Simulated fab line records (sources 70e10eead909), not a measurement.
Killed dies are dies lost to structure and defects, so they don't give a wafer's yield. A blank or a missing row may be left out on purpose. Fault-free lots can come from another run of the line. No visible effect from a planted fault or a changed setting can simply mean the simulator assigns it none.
fab line records -- flow nandHarc
record lots=6, wafers=18, lastDay=32
route steps=1302 shown P_GATE@215 P_CONTACT@217 END@1302
lots that met no fault: from a run of the same line without faults
startH: hours from the record's first day to the start of the lot's first wafer shown -- waitH: hours from the lot's prior step to this one -- " the same as in the row above -- L1.1+2: one row covering several wafers at once -- - no value present, or no start provided -- * or withheld: withheld -- < > ~ a bound
route shown NAME@n: NAME is a module with steps in the file, n the number in the route of the first one -- usual: mean and standard deviation over wafers with no fault -- same: alike in all rows -- chamber/n: place in a boat -- sites: each site's reading -- _std_site: standard deviation of those values -- _edge_site: inner sites' mean taken away from outer sites' mean -- radiusMm: how far each site lies from the wafer's centre -- mask NAME#n: copy n -- behind: the last tool/chamber to shape the wafer -- hold: why the lot was held/for how many hours/how that ended -- device: names the non-switching transistor (n, p or np) -- end of line: the tests these same wafers got at the end of their route -- a step given without rows: its recipe and nothing more -- killed: count of dies lost to structure and defects at first sort (not the wafer's yield) -- map: a wafer's dies, marking killed ones x, the rest . and places with no die _
set.NAME: setting as actually run; set.NAME@STEP: the setting as run at that earlier step -- model.NAME: the simulator's own value behind a step, which no gauge read
lots seen at some steps along the route; tables by step, rows by wafer
services: from which hour (startH, from the record's first day; less than 0 if before it) a tool's chamber was out of use, for how many hours, and why
## steps
# step NHARC_P_GATE_RTA_82
# recipe tempC=450, timeS=30
# usual lampPowerPct=4.0/0.38, lamp_zone_6_pct=4.0/0.38, wafer_temp_C_max=452.5/0.58
lot.wafer,tool,chamber,startH,waitH,lampPowerPct,lamp_zone_6_pct,wafer_temp_C_max
L487.2,rtpAnneal-02,0,130.87,-,3.5,3.5,453.6
L487.3,rtpAnneal-02,0,130.87,-,3.5,3.5,452.6
L487.6,rtpAnneal-02,0,130.87,-,3.5,3.5,452.8
L488.1,rtpAnneal-01,0,142.20,-,4.3,4.2,452.2
L488.3,rtpAnneal-01,0,142.20,-,4.3,4.2,452.4
L488.6,rtpAnneal-01,0,142.20,-,4.3,4.2,453.4
L491.1,rtpAnneal-01,0,175.85,-,4.3,4.2,452.2
L491.3,rtpAnneal-01,0,175.85,-,4.3,4.2,452.2
L491.4,rtpAnneal-01,0,175.85,-,4.3,4.2,452.1
L492.2,rtpAnneal-01,0,184.56,-,4.3,4.2,451.9
L492.3,rtpAnneal-01,0,184.56,-,4.3,4.3,452.0
L492.4,rtpAnneal-01,0,184.56,-,4.3,4.2,452.6
L494.1,rtpAnneal-01,0,207.21,-,4.3,4.2,452.1
L494.4,rtpAnneal-01,0,207.21,-,4.3,4.3,452.6
L494.6,rtpAnneal-01,0,207.21,-,4.3,4.2,452.1
L507.2,rtpAnneal-02,0,334.14,-,3.5,3.5,452.7
L507.4,rtpAnneal-02,0,334.14,-,3.5,3.5,453.3
L507.5,rtpAnneal-02,0,334.14,-,3.5,3.5,451.9
# step NHARC_P_GATE_INSPECT_68
# usual rawDefectCount=204/78
lot.wafer,tool,chamber,startH,waitH,rawDefectCount
L487.2,defectInspect-02,-,131.04,0.1,120
L487.3,defectInspect-02,-,131.04,0.1,137
L487.6,defectInspect-02,-,131.04,0.1,93
L488.1,defectInspect-02,-,142.40,0.2,199
L488.3,defectInspect-02,-,142.40,0.2,170
L488.6,defectInspect-02,-,142.40,0.2,139
L491.1,defectInspect-02,-,176.04,0.2,229
L491.3,defectInspect-02,-,176.04,0.2,171
L491.4,defectInspect-02,-,176.04,0.2,186
L492.2,defectInspect-02,-,184.73,0.1,316
L492.3,defectInspect-02,-,184.73,0.1,204
L492.4,defectInspect-02,-,184.73,0.1,208
L494.1,defectInspect-01,-,207.58,0.3,171
L494.4,defectInspect-01,-,207.58,0.3,138
L494.6,defectInspect-01,-,207.58,0.3,198
L507.2,defectInspect-01,-,334.31,0.1,196
L507.4,defectInspect-01,-,334.31,0.1,198
L507.5,defectInspect-01,-,334.31,0.1,240
# step NHARC_P_CONTACT_DEP_30
# recipe targetThkA=300, tempC=400, targetThkNm=30, flowSccm=200, rfW=450, material=SiNx
# usual heaterPowerW=699/79
lot.wafer,tool,chamber,startH,waitH,heaterPowerW
L487.2,pecvd-03,2,131.10,0.1,624
L487.3,pecvd-03,1,131.10,0.1,646
L487.6,pecvd-03,2,131.10,0.1,629
L488.3,pecvd-03,0,142.50,0.1,657
L488.1,pecvd-03,1,142.50,0.1,704
L488.6,pecvd-03,2,142.50,0.1,662
L491.3,pecvd-03,0,176.11,0.1,731
L491.1,pecvd-03,1,176.11,0.1,658
L491.4,pecvd-03,2,176.11,0.1,668
L492.2,pecvd-03,2,184.83,0.1,640
L492.3,pecvd-03,0,184.83,0.1,753
L492.4,pecvd-03,0,184.83,0.1,769
L494.1,pecvd-04,0,207.64,0.1,815
L494.6,pecvd-04,1,207.64,0.1,755
L494.4,pecvd-04,2,207.64,0.1,795
L507.2,pecvd-02,0,334.38,0.1,616
L507.5,pecvd-02,0,334.38,0.1,620
L507.4,pecvd-02,1,334.38,0.1,739
# step NHARC_P_CONTACT_DEP_00
# recipe targetThkA=5000, tempC=400, pressureTorr=6.5, rfW=900, teosFlowSccm=161.4, flowSccm=2650, targetThkNm=500, gas=O2, material=SiO2
# usual heaterPowerW=526/89, throttleValvePct=15.8/0.74
lot.wafer,tool,chamber,startH,waitH,heaterPowerW,throttleValvePct
L487.2,pecvd-03,2,-,-,458,15.5
L487.3,pecvd-03,1,-,-,542,16.6
L487.6,pecvd-03,2,-,-,481,15.8
L488.3,pecvd-03,0,-,-,603,16.2
L488.1,pecvd-03,1,-,-,461,16.6
L488.6,pecvd-03,2,-,-,424,15.7
L491.3,pecvd-03,0,-,-,488,16.6
L491.1,pecvd-03,1,-,-,522,16.7
L491.4,pecvd-03,2,-,-,371,15.9
L492.2,pecvd-03,2,-,-,406,15.9
L492.3,pecvd-03,0,-,-,589,16.3
L492.4,pecvd-03,0,-,-,613,16.4
L494.1,pecvd-04,0,-,-,561,14.2
L494.6,pecvd-04,1,-,-,622,16.4
L494.4,pecvd-04,2,-,-,554,15.8
L507.2,pecvd-02,0,-,-,448,16.6
L507.5,pecvd-02,0,-,-,335,16.5
L507.4,pecvd-02,1,-,-,602,14.6
# step NHARC_P_CONTACT_CMP_01
# recipe targetThkNm=200, material=SiO2
# usual motorCurrentA=12.5/1.3
lot.wafer,tool,chamber,startH,waitH,motorCurrentA
L487.2,cmp-02,0,131.82,-,13.3
L487.3,cmp-02,2,131.82,-,11.3
L487.6,cmp-02,0,131.82,-,12.7
L488.1,cmp-01,3,143.23,-,12.4
L488.3,cmp-01,0,143.23,-,13.4
L488.6,cmp-01,1,143.23,-,9.8
L491.4,cmp-01,2,176.85,-,13.7
L491.1,cmp-01,3,176.85,-,12.5
L491.3,cmp-01,0,176.85,-,13.8
L492.4,cmp-04,3,185.51,-,11.0
L492.2,cmp-04,0,185.51,-,12.4
L492.3,cmp-04,1,185.51,-,14.2
L494.1,cmp-01,0,208.39,-,13.5
L494.4,cmp-01,2,208.39,-,13.5
L494.6,cmp-01,3,208.39,-,12.9
L507.4,cmp-04,1,335.09,-,14.1
L507.2,cmp-04,0,335.09,-,12.1
L507.5,cmp-04,2,335.09,-,14.1
# step NHARC_P_CONTACT_SRD_03
# step NHARC_P_CONTACT_DEHYDRATE_04
# recipe tempC=150, timeS=120
# step NHARC_P_CONTACT_HMDS_05
# recipe timeS=30
# step NHARC_P_CONTACT_COAT_33
# recipe tempC=260, timeS=75
# step NHARC_P_CONTACT_COAT_34
# recipe tempC=225, timeS=65
# step NHARC_P_CONTACT_COAT_06
# recipe spinRpm=1500, resistThkNm=90
# step NHARC_P_CONTACT_SOFTBAKE_07
# recipe tempC=105, timeS=55
# usual exhaustPa=45.0/0.82, heaterPowerTotalW=188.45/0.15
lot.wafer,tool,chamber,startH,waitH,exhaustPa,heaterPowerTotalW
L487.2,lithoTrack-01,0,132,-,44.3,188.59
L487.3,lithoTrack-01,0,132,-,44.2,188.44
L487.6,lithoTrack-01,0,132,-,45.0,188.58
L488.1,lithoTrack-06,0,143,-,45.4,188.47
L488.3,lithoTrack-06,0,143,-,45.0,188.44
L488.6,lithoTrack-06,0,143,-,44.6,188.45
L491.1,lithoTrack-06,0,177,-,45.3,322.90
L491.3,lithoTrack-06,0,177,-,45.3,188.34
L491.4,lithoTrack-06,0,177,-,45.6,188.40
L492.2,lithoTrack-01,0,185,-,44.9,188.44
L492.3,lithoTrack-01,0,185,-,44.8,188.36
L492.4,lithoTrack-01,0,185,-,44.6,188.48
L494.1,lithoTrack-06,0,208,-,45.0,323.09
L494.4,lithoTrack-06,0,208,-,45.2,188.36
L494.6,lithoTrack-06,0,208,-,45.2,188.31
L507.2,lithoTrack-06,0,335,-,46.1,188.46
L507.4,lithoTrack-06,0,335,-,46.6,188.41
L507.5,lithoTrack-06,0,335,-,46.5,188.45
# step NHARC_P_CONTACT_EBR_08
# step NHARC_END_SORT_01
# recipe tempC=25
# usual killedAtArray=52/18, killedAtOther=0.6/1.1, killedAtPeriphery=3.7/2.4, killedDies=57/19, killedOpen=3.1/1.7, killedShort=2.5/1.7
# same grossDies=677
lot.wafer,tool,chamber,startH,waitH,killedAtArray,killedAtOther,killedAtPeriphery,killedDies,killedOpen,killedShort
L491.1,prober-01,0,614.20,2.5,62,0,4,66,4,1
L491.3,prober-01,0,615.77,3.1,69,0,2,71,3,4
L491.4,prober-01,0,616.56,3.4,59,0,3,62,3,2
# killed by level:class
L491.1 A_SLIT:chamberFilmFlake=25 A_CHANNEL_HOLE_D1:chamberFilmFlake=24 A_CHANNEL_HOLE_D2:chamberFilmFlake=4 A_ONON_D1:geometricParticle:open=2 P_STI:chamberFilmFlake=2 A_WL_FILL:chamberFilmFlake=2 A_CHANNEL_FILL_D2:geometricParticle:open=1 A_CHANNEL_FILL_D2:geometricParticle:short=1
L491.3 A_CHANNEL_HOLE_D1:chamberFilmFlake=29 A_SLIT:chamberFilmFlake=26 A_CHANNEL_HOLE_D2:chamberFilmFlake=5 A_ONON_D1:geometricParticle:open=2 A_CHANNEL_FILL_D1:geometricParticle:short=2 P_BONDPAD:chamberFilmFlake=2 A_ONON_D1:geometricParticle:short=1 A_DECK1_JOINT:geometricParticle:short=1
L491.4 A_SLIT:chamberFilmFlake=24 A_CHANNEL_HOLE_D1:chamberFilmFlake=19 A_CHANNEL_HOLE_D2:chamberFilmFlake=7 A_BLC:geometricParticle:open=2 A_ONON_D1:geometricParticle:short=1 A_WL_FILL:geometricParticle:short=1 A_M0:geometricParticle:open=1 P_STI:chamberFilmFlake=1
## services
tool,chamber,startH,hours,kind
cmp-04,-,108.55,2.2,repair
cmp-04,-,111.00,4.0,pm
cmp-01,-,128.11,1.0,repair
cmp-02,-,134.51,4.0,pm
pecvd-02,1,143.01,19.2,repair
lithoTrack-01,-,155.00,7.0,pm
pecvd-03,-,171.76,1.4,repair
lithoTrack-06,-,179.00,7.0,pm
cmp-04,-,183.35,1.2,repair
pecvd-03,-,185.29,13.0,pm
cmp-01,-,188.51,4.0,pm
cmp-04,-,194.54,0.3,repair
cmp-04,-,209.00,4.0,pm
pecvd-02,-,227.00,13.0,pm
pecvd-03,-,234.61,2.6,repair
pecvd-04,-,269.00,13.0,pm
pecvd-02,2,269.54,8.8,repair
pecvd-03,-,275.42,0.3,repair
cmp-01,-,286.51,4.0,pm
cmp-04,-,307.00,4.0,pm
pecvd-04,2,318.15,5.7,repair
cmp-01,-,328.24,18.1,repair
lithoTrack-01,-,330.00,7.0,pm
cmp-04,-,333.83,0.4,repair
## key
firstSign step=NHARC_P_CONTACT_SOFTBAKE_07, reading=heaterPowerTotalW, direction=up, sigmas=99+, usual=*, struck=*
effect none on later readings
metAt NHARC_P_CONTACT_SOFTBAKE_07
struckWafers L491.1,L494.1
testerLeftOut L491,L494
onsetBetween 143 177
fault kind=processParameterDrift, tool=lithoTrack-06, chamber=-, onsetH=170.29, steps=NHARC_P_CONTACT_SOFTBAKE_07, channel=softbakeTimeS, offset=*, shape=step, endH=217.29, scope=struckWafersOnly, actsIn=*, stated=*
# testerLeftOut: of these lots the tester's yield and bins aren't shown, on N5 and GAA mostly nor the transistor test; their killed dies are dies lost to structure and defects alone, not to doping, threshold or leakage, so they don't give the yield
